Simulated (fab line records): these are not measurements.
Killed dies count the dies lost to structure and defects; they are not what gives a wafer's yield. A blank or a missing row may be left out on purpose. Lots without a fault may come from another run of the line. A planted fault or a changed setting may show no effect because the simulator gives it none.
Matching of chambers | flow nandHarc | aldHk-01 running NHARC_A_CHANNEL_FILL_D2_ALD_25: 4 sister chambers
The step deposits SiOx, target thk 60 nm, pulse time 10 s, ald cycles 600. 8 wafers are shown with their chamber, then 8 later ones without.

## WAFERS, EACH WITH ITS CHAMBER
wafer  | chamber | heaterPowerW (W) | precursorPulseHeightRel
L970.4 | 2       | 465              | 1.001
L975.1 | 0       | 449              | 1.030
L975.3 | 3       | 509              | 1.027
L975.2 | 2       | 474              | 1.006
L976.4 | 1       | 450              | 1.003
L976.2 | 0       | 449              | 1.021
L976.5 | 1       | 464              | 0.999
L977.2 | 3       | 528              | 1.032

## WAFERS MISSING THEIR CHAMBER
wafer  | heaterPowerW (W) | precursorPulseHeightRel
L977.5 | 448              | 0.977
L977.6 | 509              | 0.995
L979.4 | 478              | 0.945
L979.3 | 471              | 0.997
L979.5 | 470              | 0.965
L990.2 | 460              | 0.999
L990.4 | 430              | 1.007
L990.5 | 465              | 0.983

## EACH ONE'S CHAMBER
wafer  | from the rows above          | in truth
L977.5 | can't be placed: 1 or 2      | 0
L977.6 | can't be placed: 2 or 1      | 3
L979.4 | can't be placed: 1 or 2      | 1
L979.3 | can't be placed: 2 or 1      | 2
L979.5 | can't be placed: 1 or 2      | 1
L990.2 | can't be placed: 1 or 2      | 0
L990.4 | can't be placed: 1 or 2 or 0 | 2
L990.5 | can't be placed: 1 or 2      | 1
0 of 8 placed correctly. Cannot be placed on the basis of these rows: 8; the candidates contain the true chamber in 5. Placed wrongly: 0.
How it was worked out, from the rows above alone: a wafer's distance from a chamber is the root of the sum, over the readings, of the square of ((its reading less the chamber's mean) divided by the reading's scatter). The wafer belongs to the nearest chamber; if the next one is less than 2 further off, it can't be placed. The mean given for a chamber averages the wafers shown for that chamber. How the scatter is found: for the shown wafers, subtract from each reading the mean of its chamber, square and add these, divide the total by (wafers less chambers), then take the root.
